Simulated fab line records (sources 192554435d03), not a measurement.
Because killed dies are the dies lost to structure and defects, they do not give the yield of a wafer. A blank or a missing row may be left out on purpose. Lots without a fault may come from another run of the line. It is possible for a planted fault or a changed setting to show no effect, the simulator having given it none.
Which tool was responsible?    flow n5Finfet    8 lots with 24 wafers sampled at 4 steps, on a route of 1938 steps

== WHAT EACH GAUGE READ, for each wafer ==
N5_MOL_CONTACT_COAG_INSPECT_42: inspects for defects (brightfield).
lot   measured      on                rawDefectCount
L340  day 7 00:43   defectInspect-01  1164 253 193
L346  day 8 08:25   defectInspect-01  189 252 206
L348  day 8 23:28   defectInspect-01  156 170 147
L349  day 9 02:45   defectInspect-01  217 249 156
L352  day 10 01:30  defectInspect-01  255 221 165
L353  day 10 07:57  defectInspect-02  133 105 199
L354  day 10 13:04  defectInspect-02  155 231 107
L355  day 11 07:35  defectInspect-01  238 209 229

== WHAT TOOL EACH LOT RAN ON (gives the tool, then ch and the chambers of the sampled wafers, and finally the start) ==
lot   N5_MOL_CONTACT_COAG_STRIP_96       N5_MOL_CONTACT_COAG_ETCH_47        N5_MOL_CONTACT_COAG_STRIP_119
L340  rieDiel-05 ch 1,2, day 7 00:02     rieDiel-05 ch 1,2, day 7 00:05     plasmaAsher-01 ch 0,1, day 7 00:10
L346  rieDiel-02 ch 2,3, day 8 07:37     rieDiel-02 ch 2,3, day 8 07:39     plasmaAsher-02 ch 0,1, day 8 07:44
L348  rieDiel-06 ch 0,1,3, day 8 22:40   rieDiel-06 ch 0,1,3, day 8 22:42   plasmaAsher-01 ch 0,1, day 8 22:47
L349  rieDiel-06 ch 2,3, day 9 02:05     rieDiel-06 ch 2,3, day 9 02:07     plasmaAsher-02 ch 0,1, day 9 02:13
L352  rieDiel-05 ch 2,3, day 10 00:50    rieDiel-05 ch 2,3, day 10 00:52    plasmaAsher-02 ch 0,1, day 10 00:57
L353  rieDiel-05 ch 0,2,3, day 10 07:08  rieDiel-05 ch 0,2,3, day 10 07:11  plasmaAsher-02 ch 1, day 10 07:16
L354  rieDiel-05 ch 0,2, day 10 12:23    rieDiel-05 ch 0,2, day 10 12:26    plasmaAsher-01 ch 0,1, day 10 12:32
L355  rieDiel-06 ch 0,1,3, day 11 06:44  rieDiel-06 ch 0,1,3, day 11 06:46  plasmaAsher-02 ch 0,1, day 11 06:56
- N5_MOL_CONTACT_COAG_STRIP_96: strips in N2/H2.
- N5_MOL_CONTACT_COAG_ETCH_47: etches SiNx in CH3F/O2, stops on W, target depth 27 nm.
- N5_MOL_CONTACT_COAG_STRIP_119: strips in N2/H2, time 30 s.

== THE ANSWER, worked out from the rows above alone ==
Rule: usual is defined by the lots themselves. Put in order of their means at a reading, lots are off if they are a third of the lots or fewer, leave a main group of 4 or more, and stand apart from it by a gap of 3 or more times the standard deviation of the main group's means; of several such gaps the widest counts. A main group whose means are all the same, to the digits that the tables above print for the reading, isn't used. A lot without any number at a reading at which 4 lots or more have one is off too. All remaining lots with rows at the step are treated as sound.
Off at N5_MOL_CONTACT_COAG_INSPECT_42 (rawDefectCount): L340. For the main group the mean is 190 and the standard deviation 30.
A tool fits if, at a process step before that reading, it ran every lot that is off, and no sound lot after the first of them. The gauges at N5_MOL_CONTACT_COAG_INSPECT_42 are tried like those tools. None of those tried fits.

== WHAT THE SIMULATOR HAD INSERTED ==
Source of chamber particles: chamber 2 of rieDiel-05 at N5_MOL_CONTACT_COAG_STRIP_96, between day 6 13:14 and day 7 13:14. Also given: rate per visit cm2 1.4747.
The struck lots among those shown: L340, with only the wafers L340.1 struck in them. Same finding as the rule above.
